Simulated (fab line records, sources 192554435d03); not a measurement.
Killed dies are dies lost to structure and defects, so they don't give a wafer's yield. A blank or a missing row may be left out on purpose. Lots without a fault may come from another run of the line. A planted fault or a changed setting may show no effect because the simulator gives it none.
Which tool did it? | flow n5_finfet | 12 lots, 36 wafers sampled, at 2 steps of a route of 1938

WHAT THE GAUGES READ, wafer by wafer
N5_BEOL_M14_CD_MEAS_28: target cd 284.4 nm.
lot  | measured     | on        | cd_nm (nm)
L075 | day 12 12:39 | cd_sem-02 | 284.7 283.2 284.6
L076 | day 12 13:29 | cd_sem-02 | 284.7 285.4 282.7
L078 | day 12 23:06 | cd_sem-02 | 284.4 282.4 284.6
L081 | day 13 19:38 | cd_sem-01 | 284.5 283.2 286.0
L084 | day 13 22:01 | cd_sem-01 | 283.5 283.4 283.9
L086 | day 15 06:32 | cd_sem-02 | 286.6 284.4 284.5
L087 | day 15 20:23 | cd_sem-02 | 282.4 284.2 281.9
L089 | day 16 13:25 | cd_sem-01 | 282.9 282.2 285.1
L092 | day 17 01:43 | cd_sem-02 | 281.8 283.0 283.4
L094 | day 17 12:59 | cd_sem-03 | 284.1 283.4 283.9
L095 | day 17 16:47 | cd_sem-02 | 285.2 283.1 284.1
L097 | day 18 06:38 | cd_sem-03 | 282.9 283.0 285.5

WHICH TOOL RAN EACH LOT (tool, then ch and the chambers of the sampled wafers, then the start)
lot  | N5_BEOL_M14_STRIP_63
L075 | rie_diel-04 ch 0,3, day 12 12:39 or earlier
L076 | rie_diel-02 ch 2,3, day 12 13:29 or earlier
L078 | rie_diel-02 ch 0,1,2, day 12 23:06 or earlier
L081 | rie_diel-03 ch 1,3, day 13 19:38 or earlier
L084 | rie_diel-04 ch 0,2,3, day 13 22:01 or earlier
L086 | rie_diel-03 ch 0,1,2, day 15 06:32 or earlier
L087 | rie_diel-02 ch 0,3, day 15 20:23 or earlier
L089 | rie_diel-03 ch 1,2, day 16 13:25 or earlier
L092 | rie_diel-02 ch 0,1,3, day 17 01:43 or earlier
L094 | rie_diel-02 ch 0,1,3, day 17 12:59 or earlier
L095 | rie_diel-03 ch 0,1,3, day 17 16:47 or earlier
L097 | rie_diel-04 ch 0,1, day 18 06:38 or earlier
- N5_BEOL_M14_STRIP_63: strips in O2.

THE ANSWER, worked out from the rows above alone
Rule: what is usual is taken from the lots themselves. Put in order of their means at a reading, lots are off if they are a third of the lots or fewer, leave a main group of 4 or more, and stand apart from it by a gap of 3 or more times the standard deviation of the main group's means; of several such gaps the widest counts. A main group whose means are all the same, to the digits that the tables above print for the reading, isn't used. A lot without any number at a reading at which 4 lots or more have one is off too. The other lots that the step has rows for count as sound.
No lot is off at any reading shown: from this, nothing can be told.

WHAT THE SIMULATOR HAD PUT IN
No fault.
